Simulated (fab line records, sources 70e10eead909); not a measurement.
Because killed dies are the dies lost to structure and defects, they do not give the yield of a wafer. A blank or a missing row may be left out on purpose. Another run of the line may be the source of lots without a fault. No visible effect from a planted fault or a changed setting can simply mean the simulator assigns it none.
fab line records	flow nandHarc	part 1 of 2: steps 1 to 4 of 6
record lots=21	wafers=63	lastDay=33
route steps=1302 shown A_CHANNEL_HOLE_D2@608 A_CHANNEL_FILL_D2@621 A_STAIRCASE@670
lots that met no fault: from a run of the same line without faults
startH: start of the lot's first displayed wafer, in hours after the record's first day	waitH: time in hours since the lot's previous step	" identical to the entry in the row above	L1.1+2: several wafers, shown together as one row	- no value, or no start given	* or withheld: withheld	< > ~ a bound
route shown NAME@n: a module of which the file shows steps, and the number in the route of the first	usual: the fault-free wafers' mean and standard deviation	same: alike in all rows	chamber/n: place in a boat	sites: each site's reading	_std_site: standard deviation of those values	_edge_site: outer sites' mean less inner sites'	radiusMm: how far each site lies from the wafer's centre	mask NAME#n: copy n	behind: the tool/chamber that last shaped the wafer	hold: why the lot went on hold/how many hours it stayed there/how the hold came to an end	device: names the non-switching transistor (n, p or np)	end of line: the same wafers' tests at the end of the route	a step with no rows: only its recipe	killed: not the wafer's yield, but the dies lost to structure and defects at the first sort	map: a wafer's dies, marking killed ones x, the rest . and places with no die _
set.NAME: the run value of the setting; set.NAME@STEP: its run value at that earlier step	model.NAME: the simulator's own value behind a step, which no gauge read
route steps across a sampled set of lots; one table per step, one row per wafer
services: a tool's chamber out of use, with start hour (startH, from the record's first day; less than 0 if before it), hours out, and reason
## steps
# step NHARC_A_CHANNEL_HOLE_D2_XSEM_32
# recipe landingEnergyEv=35000
# usual botCdNm=74.3/1.9	bowNm=8.58/0.27	tiltDeg=0.07/0.032
# same landingEnergyEv=35000
lot.wafer	tool	chamber	startH	waitH	botCdNm	bowNm	tiltDeg
L074.3	xsem-01	0	292.89	0.1	74.1	8.49	0.07
L074.5	"	0	"	"	76.3	8.54	0.07
L074.6	"	0	"	"	75.1	8.46	0.08
L075.1	xsem-02	0	306.47	0.1	73.2	8.36	0.09
L075.2	"	0	"	"	76.5	8.31	0.09
L075.5	"	0	"	"	72.9	8.31	0.09
L076.1	xsem-01	0	318.24	0.1	76.1	8.95	0.04
L076.3	"	0	"	"	74.0	8.97	0.04
L076.6	"	0	"	"	76.5	8.92	0.04
L078.2	xsem-02	0	336.97	0.1	75.3	8.57	0.06
L078.4	"	0	"	"	73.3	8.58	0.06
L078.5	"	0	"	"	75.7	8.50	0.06
L080.4	xsem-02	0	357.86	0.1	74.0	9.00	0.09
L080.5	"	0	"	"	73.0	8.97	0.09
L080.6	"	0	"	"	70.9	9.02	0.09
L082.4	xsem-02	0	381.00	0.1	73.4	9.18	0.14
L082.5	"	0	"	"	74.5	9.13	0.14
L082.6	"	0	"	"	73.5	9.07	0.14
L083.3	xsem-01	0	399.62	0.1	79.1	8.31	0.04
L083.5	"	0	"	"	71.0	8.30	0.04
L083.6	"	0	"	"	76.3	8.34	0.05
L084.2	xsem-02	0	403.79	0.1	75.7	8.30	0.08
L084.3	"	0	"	"	74.5	8.26	0.08
L084.6	"	0	"	"	71.7	8.32	0.08
L085.1	xsem-01	0	410.14	0.1	75.1	8.54	0.02
L085.4	"	0	"	"	73.8	8.58	0.02
L085.6	"	0	"	"	71.1	8.51	0.02
L086.1	xsem-02	0	415.95	0.1	72.5	8.67	0.09
L086.2	"	0	"	"	73.2	8.63	0.09
L086.6	"	0	"	"	72.9	8.60	0.09
L088.1	xsem-01	0	441.50	0.1	74.2	9.23	0.09
L088.2	"	0	"	"	75.7	9.13	0.09
L088.4	"	0	"	"	75.9	9.21	0.09
L087.1	xsem-02	0	443.09	0.1	74.4	8.81	0.10
L087.3	"	0	"	"	72.1	8.84	0.10
L087.4	"	0	"	"	71.9	8.79	0.10
L089.2	xsem-01	0	454.87	0.1	74.2	8.41	0.05
L089.3	"	0	"	"	76.5	8.42	0.05
L089.6	"	0	"	"	75.9	8.48	0.05
L091.1	xsem-02	0	455.96	0.1	72.1	8.49	0.12
L091.4	"	0	"	"	74.1	8.40	0.12
L091.6	"	0	"	"	74.4	8.46	0.12
L090.3	xsem-01	0	459.04	0.1	74.4	8.57	0.03
L090.5	"	0	"	"	73.2	8.52	0.03
L090.6	"	0	"	"	73.5	8.50	0.04
L092.2	xsem-01	0	476.35	0.1	74.9	8.46	0.11
L092.3	"	0	"	"	75.7	8.45	0.10
L092.5	"	0	"	"	72.3	8.42	0.10
L093.1	xsem-02	0	485.06	0.1	76.3	8.84	0.07
L093.4	"	0	"	"	75.3	8.84	0.07
L093.5	"	0	"	"	74.7	8.82	0.07
L094.1	xsem-01	0	496.21	0.1	71.6	8.16	0.09
L094.3	"	0	"	"	75.5	8.25	0.09
L094.5	"	0	"	"	76.0	8.20	0.09
L096.1	xsem-02	0	509.66	0.1	77.4	8.43	0.07
L096.4	"	0	"	"	74.4	8.30	0.07
L096.5	"	0	"	"	76.2	8.36	0.07
L095.2	xsem-01	0	510.57	0.1	78.2	8.34	0.05
L095.4	"	0	"	"	74.5	8.35	0.05
L095.5	"	0	"	"	76.7	8.31	0.05
L097.2	xsem-02	0	534.81	0.1	74.1	8.63	0.11
L097.3	"	0	"	"	72.9	8.51	0.11
L097.6	"	0	"	"	72.8	8.59	0.11
# step NHARC_A_CHANNEL_FILL_D2_STRIP_28
# recipe timeS=20	o2FlowSccm=500	arFlowSccm=0	biasW=0	chemistry=O2
# usual chamberPressureMTorr=60.00/0.052	drypumpMotorCurrentA=5.7/0.33	oesProductAu=1.006/0.014	rfVppV=57.7/0.96	showerheadPlenumPTorr=3.51/0.16	throttleValvePct=17.038/0.0086
lot.wafer	tool	chamber	startH	waitH	chamberPressureMTorr	drypumpMotorCurrentA	oesProductAu	rfHoursCounterH	rfVppV	showerheadPlenumPTorr	throttleValvePct
L074.3	rieDiel-05	2	318.48	0.1	59.90	6.1	0.993	1	58.4	3.49	17.027
L074.5	"	3	"	"	60.01	6.1	0.994	-	58.3	3.78	17.030
L074.6	"	0	"	"	59.89	5.6	1.018	-	57.8	3.37	17.050
L075.1	rieDiel-05	0	331.08	0.1	59.99	5.5	1.042	2	56.7	3.37	17.040
L075.2	"	1	"	"	60.01	6.0	1.003	2	58.9	3.52	17.054
L075.5	"	0	"	"	60.02	5.6	1.035	-	58.6	3.37	17.043
L076.3	rieDiel-08	2	342.98	0.1	59.99	5.2	1.008	5	59.0	3.74	17.038
L076.1	"	1	"	"	59.95	5.7	0.992	4	56.8	3.63	17.044
L076.6	"	2	"	"	60.07	5.2	1.002	-	57.9	3.74	17.053
L078.4	rieDiel-05	0	361.97	0.1	59.94	5.6	1.025	3	58.7	3.37	17.048
L078.2	"	3	"	"	60.06	6.1	1.011	3	58.5	3.78	17.055
L078.5	"	0	"	"	59.93	5.6	1.027	-	57.3	3.37	17.041
L080.4	rieDiel-08	0	382.08	0.1	60.03	5.8	1.006	0	57.6	3.53	17.033
L080.5	"	3	"	"	60.03	5.5	1.018	-	56.8	3.35	17.035
L080.6	"	0	"	"	60.03	5.8	1.016	-	58.0	3.53	17.029
L082.4	rieDiel-08	1	405.31	0.1	60.00	5.7	0.978	1	57.5	3.63	17.042
L082.6	"	0	"	"	60.06	5.8	1.012	-	58.6	3.53	17.029
L082.5	"	1	"	"	60.08	5.7	0.984	-	56.4	3.63	17.029
L084.2	rieDiel-08	3	425.28	0.1	59.89	5.5	1.011	1	57.0	3.35	17.033
L084.3	"	0	"	"	60.06	5.8	1.019	1	57.8	3.53	17.046
L084.6	"	0	"	"	60.05	5.8	1.004	-	59.1	3.53	17.046
L083.3	rieDiel-13	0	425.30	0.1	59.94	5.0	1.021	13	57.9	3.29	17.042
L083.6	"	0	"	"	59.99	5.0	1.021	-	57.2	3.29	17.030
L083.5	"	1	"	"	60.02	6.2	1.001	-	56.0	3.29	17.044
L085.1	rieDiel-05	1	434.80	0.1	60.00	6.0	0.988	0	57.0	3.52	17.043
L085.4	"	2	"	"	60.04	6.0	1.031	1	56.7	3.48	17.029
L085.6	"	0	"	"	60.00	5.6	1.026	-	56.6	3.37	17.038
L086.2	rieDiel-05	1	440.66	0.1	60.01	6.0	0.983	0	57.0	3.52	17.020
L086.1	"	2	"	"	59.96	6.0	1.013	1	57.7	3.48	17.039
L086.6	"	0	"	"	60.12	5.5	1.029	-	58.3	3.37	17.023
L087.4	rieDiel-08	1	466.10	0.1	60.01	5.7	0.984	2	58.9	3.62	17.037
L087.1	"	2	"	"	60.02	5.3	0.985	2	59.9	3.74	17.042
L087.3	"	3	"	"	60.04	5.5	1.001	2	56.6	3.35	17.038
L088.2	rieDiel-13	0	466.13	0.1	59.95	5.0	1.026	20	57.0	3.29	17.039
L088.1	"	1	"	"	59.95	6.2	1.009	20	59.0	3.28	17.048
L088.4	"	0	"	"	60.06	5.0	1.017	-	58.1	3.29	17.018
L091.1	rieDiel-05	2	479.49	0.1	60.08	6.1	1.022	2	58.4	3.48	17.039
L091.4	"	3	"	"	60.03	6.1	1.018	2	57.7	3.78	17.039
L091.6	"	3	"	"	60.03	6.1	1.025	-	57.9	3.78	17.021
L089.3	rieDiel-08	1	479.49	0.1	59.99	5.7	0.994	2	58.3	3.62	17.038
L089.2	"	2	"	"	59.97	5.3	0.998	2	58.2	3.74	17.029
L089.6	"	1	"	"	59.96	5.7	0.997	-	58.3	3.62	17.047
L090.3	rieDiel-08	3	486.24	0.1	60.02	5.5	0.994	2	57.4	3.35	17.048
L090.5	"	1	"	"	59.98	5.7	0.996	-	57.9	3.62	17.039
L090.6	"	2	"	"	59.99	5.3	1.001	-	58.3	3.74	17.041
L092.2	rieDiel-08	2	501.16	0.1	59.92	5.2	0.995	3	59.6	3.74	17.040
L092.3	"	0	"	"	59.99	5.8	1.008	3	57.4	3.53	17.037
L092.5	"	2	"	"	59.96	5.3	1.004	-	58.4	3.74	17.017
L093.4	rieDiel-08	3	510.67	0.1	60.01	5.5	1.015	4	57.5	3.35	17.028
L093.1	"	0	"	"	59.91	5.8	1.003	4	57.8	3.53	17.038
L093.5	"	3	"	"	60.03	5.5	1.007	-	57.4	3.35	17.036
L094.1	rieDiel-08	3	521.92	0.1	59.95	5.5	1.017	4	58.3	3.35	17.033
L094.3	"	1	"	"	59.92	5.7	0.982	4	59.0	3.62	17.035
L094.5	"	2	"	"	60.00	5.2	1.007	-	57.4	3.74	17.036
L096.1	rieDiel-05	0	535.38	0.1	60.08	5.5	1.028	3	57.5	3.37	17.022
L096.4	"	1	"	"	60.08	6.0	0.990	3	55.9	3.51	17.041
L096.5	"	3	"	"	59.95	6.1	1.013	-	59.8	3.77	17.040
L095.4	rieDiel-13	0	535.41	0.1	60.02	5.0	1.013	1	54.8	3.28	17.039
L095.2	"	1	"	"	59.95	6.2	1.000	1	58.1	3.28	17.037
L095.5	"	3	"	"	60.03	5.5	1.013	-	57.9	3.37	17.021
L097.3	rieDiel-05	1	559.89	0.1	59.98	6.0	0.975	3	59.1	3.51	17.050
L097.2	"	3	"	"	60.04	6.1	1.016	4	56.9	3.77	17.041
L097.6	"	2	"	"	60.07	6.0	1.025	-	57.3	3.48	17.038
# step NHARC_A_CHANNEL_FILL_D2_INSPECT_13
# usual rawDefectCount=370/110
lot.wafer	tool	chamber	startH	waitH	rawDefectCount
L074.3	defectInspect-01	-	342.08	0.1	258
L074.5	"	-	"	"	319
L074.6	"	-	"	"	372
L075.1	defectInspect-01	-	357.26	0.2	472
L075.2	"	-	"	"	555
L075.5	"	-	"	"	374
L076.1	defectInspect-01	-	366.65	0.2	337
L076.3	"	-	"	"	336
L076.6	"	-	"	"	327
L078.2	defectInspect-02	-	386.89	0.1	301
L078.4	"	-	"	"	286
L078.5	"	-	"	"	355
L080.4	defectInspect-02	-	407.90	0.1	861
L080.5	"	-	"	"	427
L080.6	"	-	"	"	510
L082.4	defectInspect-01	-	428.84	0.1	453
L082.5	"	-	"	"	359
L082.6	"	-	"	"	527
L083.3	defectInspect-01	-	448.97	0.1	423
L083.5	"	-	"	"	507
L083.6	"	-	"	"	460
L084.2	defectInspect-02	-	449.04	0.1	262
L084.3	"	-	"	"	350
L084.6	"	-	"	"	263
L085.1	defectInspect-02	-	458.60	0.2	410
L085.4	"	-	"	"	456
L085.6	"	-	"	"	414
L086.1	defectInspect-02	-	464.38	0.2	218
L086.2	"	-	"	"	288
L086.6	"	-	"	"	285
L088.1	defectInspect-01	-	489.77	0.2	631
L088.2	"	-	"	"	398
L088.4	"	-	"	"	484
L087.1	defectInspect-01	-	493.33	0.2	391
L087.3	"	-	"	"	486
L087.4	"	-	"	"	431
L089.2	defectInspect-01	-	503.11	0.1	219
L089.3	"	-	"	"	267
L089.6	"	-	"	"	259
L091.1	defectInspect-02	-	503.21	0.2	556
L091.4	"	-	"	"	548
L091.6	"	-	"	"	427
L090.3	defectInspect-02	-	515.71	0.1	322
L090.5	"	-	"	"	231
L090.6	"	-	"	"	248
L092.2	defectInspect-02	-	524.50	0.1	218
L092.3	"	-	"	"	339
L092.5	"	-	"	"	318
L093.1	defectInspect-02	-	534.55	0.2	330
L093.4	"	-	"	"	415
L093.5	"	-	"	"	260
L094.1	defectInspect-02	-	546.65	0.2	225
L094.3	"	-	"	"	241
L094.5	"	-	"	"	471
L095.2	defectInspect-01	-	559.25	0.1	406
L095.4	"	-	"	"	203
L095.5	"	-	"	"	372
L096.1	defectInspect-02	-	559.34	0.2	441
L096.4	"	-	"	"	317
L096.5	"	-	"	"	414
L097.2	defectInspect-02	-	584.72	0.1	299
L097.3	"	-	"	"	464
L097.6	"	-	"	"	322
# step NHARC_A_STAIRCASE_TRIM_14
# recipe timeS=211.2	o2FlowSccm=500	arFlowSccm=0	biasW=0	chemistry=O2
# usual chamberPressureMTorr=60.00/0.053	drypumpMotorCurrentA=5.6/0.36	oesProductAu=1.004/0.011	rfVppV=57.8/0.86	showerheadPlenumPTorr=3.52/0.13	throttleValvePct=17.036/0.0084
lot.wafer	tool	chamber	startH	waitH	chamberPressureMTorr	drypumpMotorCurrentA	oesProductAu	rfHoursCounterH	rfVppV	showerheadPlenumPTorr	throttleValvePct
L074.3	rieDiel-12	3	-	-	59.96	5.1	1.015	23	57.1	3.56	17.032
L074.5	"	3	"	"	59.95	5.1	1.017	-	57.7	3.56	17.032
L074.6	"	0	"	"	60.04	5.6	1.013	-	57.4	3.58	17.026
L075.1	rieDiel-12	3	-	-	59.93	5.1	1.004	30	58.1	3.56	17.032
L075.2	"	0	"	"	59.93	5.6	1.014	28	58.3	3.58	17.040
L075.5	"	0	"	"	59.99	5.6	1.004	-	59.3	3.58	17.043
L076.1	rieDiel-02	2	-	-	60.03	5.7	1.000	46	57.4	3.34	17.034
L076.3	"	3	"	"	59.98	5.3	0.998	47	56.7	3.34	17.050
L076.6	"	0	"	"	59.97	6.1	0.989	-	57.8	3.52	17.036
L078.2	rieDiel-12	3	-	-	60.06	5.1	1.012	40	57.3	3.55	17.027
L078.4	"	1	"	"	59.93	5.6	0.988	41	57.6	3.37	17.039
L078.5	"	0	"	"	59.95	5.5	1.008	-	56.9	3.57	17.025
L080.4	rieDiel-12	1	-	-	59.98	5.6	1.000	49	57.1	3.36	17.034
L080.6	"	3	"	"	60.03	5.1	1.022	-	56.6	3.55	17.040
L080.5	"	0	"	"	60.02	5.6	1.011	-	57.9	3.57	17.030
L082.4	rieDiel-02	3	-	-	60.02	5.2	1.010	-	57.6	3.33	17.028
L082.5	"	1	"	"	59.94	6.0	1.003	-	57.9	3.56	17.025
L082.6	"	2	"	"	60.03	5.7	0.995	-	56.7	3.33	17.034
L083.3	rieDiel-02	2	-	-	59.96	5.7	0.999	14	58.0	3.33	17.028
L083.5	"	0	"	"	60.03	6.1	1.011	-	57.9	3.51	17.039
L083.6	"	1	"	"	59.96	6.0	1.002	-	57.8	3.56	17.042
L084.3	rieDiel-09	3	-	-	60.08	5.9	1.012	41	56.8	3.35	17.028
L084.2	"	0	"	"	60.03	5.2	1.013	41	58.2	3.48	17.013
L084.6	"	0	"	"	60.00	5.2	1.001	-	57.1	3.48	17.033
L085.1	rieDiel-09	1	-	-	59.99	6.2	0.999	38	58.1	3.62	17.043
L085.4	"	2	"	"	60.04	5.7	1.021	46	57.2	3.65	17.048
L085.6	"	2	"	"	60.06	5.7	1.019	-	56.8	3.65	17.043
L086.1	rieDiel-09	0	-	-	59.97	5.2	0.996	48	57.8	3.48	17.030
L086.2	"	1	"	"	59.99	6.2	0.996	42	58.4	3.62	17.024
L086.6	"	0	"	"	59.95	5.2	0.993	-	56.9	3.48	17.042
L088.1	rieDiel-12	3	492.99	-	59.93	5.1	1.015	13	58.9	3.54	17.028
L088.2	"	0	"	"	59.93	5.6	1.025	13	56.8	3.55	17.038
L088.4	"	0	"	"	60.03	5.6	1.008	-	58.9	3.55	17.026
L087.3	rieDiel-12	3	-	-	59.98	5.1	1.017	14	58.1	3.54	17.032
L087.1	"	0	"	"	59.99	5.5	1.008	13	59.3	3.55	17.028
L087.4	"	2	"	"	60.01	6.0	0.998	-	57.7	3.76	17.037
L089.2	rieDiel-12	1	-	-	59.91	5.6	1.004	18	56.8	3.34	17.031
L089.3	"	3	"	"	59.99	5.1	1.021	18	57.1	3.53	17.037
L089.6	"	1	"	"	59.98	5.6	0.995	-	58.3	3.34	17.023
L091.4	rieDiel-02	3	-	-	60.02	5.2	0.992	30	57.7	3.32	17.057
L091.1	"	0	"	"	60.11	6.1	0.993	29	58.9	3.50	17.037
L091.6	"	3	"	"	59.92	5.2	0.999	-	57.6	3.32	17.046
L090.3	rieDiel-02	1	-	-	60.01	6.0	1.005	38	58.1	3.54	17.047
L090.5	"	3	"	"	60.03	5.3	1.004	-	57.5	3.32	17.036
L090.6	"	0	"	"	59.96	6.1	0.987	-	55.8	3.50	17.020
L092.2	rieDiel-12	2	-	-	60.01	6.0	0.981	28	57.4	3.75	17.027
L092.3	"	3	"	"	59.95	5.1	1.012	27	58.2	3.53	17.036
L092.5	"	2	"	"	59.94	6.0	0.988	-	61.7	3.75	17.046
L093.1	rieDiel-09	0	-	-	60.05	5.2	0.993	13	58.4	3.47	17.030
L093.4	"	1	"	"	60.04	6.2	1.011	11	59.4	3.61	17.036
L093.5	"	1	"	"	59.99	6.2	0.996	-	58.2	3.61	17.028
L094.3	rieDiel-09	1	-	-	60.04	6.2	1.003	13	59.1	3.61	17.046
L094.1	"	2	"	"	59.94	5.7	0.997	13	57.9	3.63	17.043
L094.5	"	3	"	"	60.04	5.9	1.014	-	57.2	3.34	17.035
L095.4	rieDiel-12	3	-	-	60.01	5.1	1.008	40	59.0	3.52	17.035
L095.2	"	0	"	"	60.01	5.6	0.997	39	57.9	3.54	17.034
L095.5	"	1	"	"	60.03	5.6	1.001	-	58.0	3.34	17.042
L096.1	rieDiel-12	3	-	-	60.02	5.1	1.012	40	59.2	3.52	17.040
L096.4	"	2	"	"	59.98	6.0	0.999	39	58.7	3.75	17.039
L096.5	"	0	"	"	60.07	5.6	0.992	-	56.3	3.54	17.032
L097.2	rieDiel-09	0	-	-	59.90	5.3	1.007	25	55.1	3.46	17.035
L097.3	"	1	"	"	59.96	6.2	1.016	22	58.4	3.60	17.027
L097.6	"	0	"	"	59.91	5.2	1.007	-	57.1	3.46	17.018
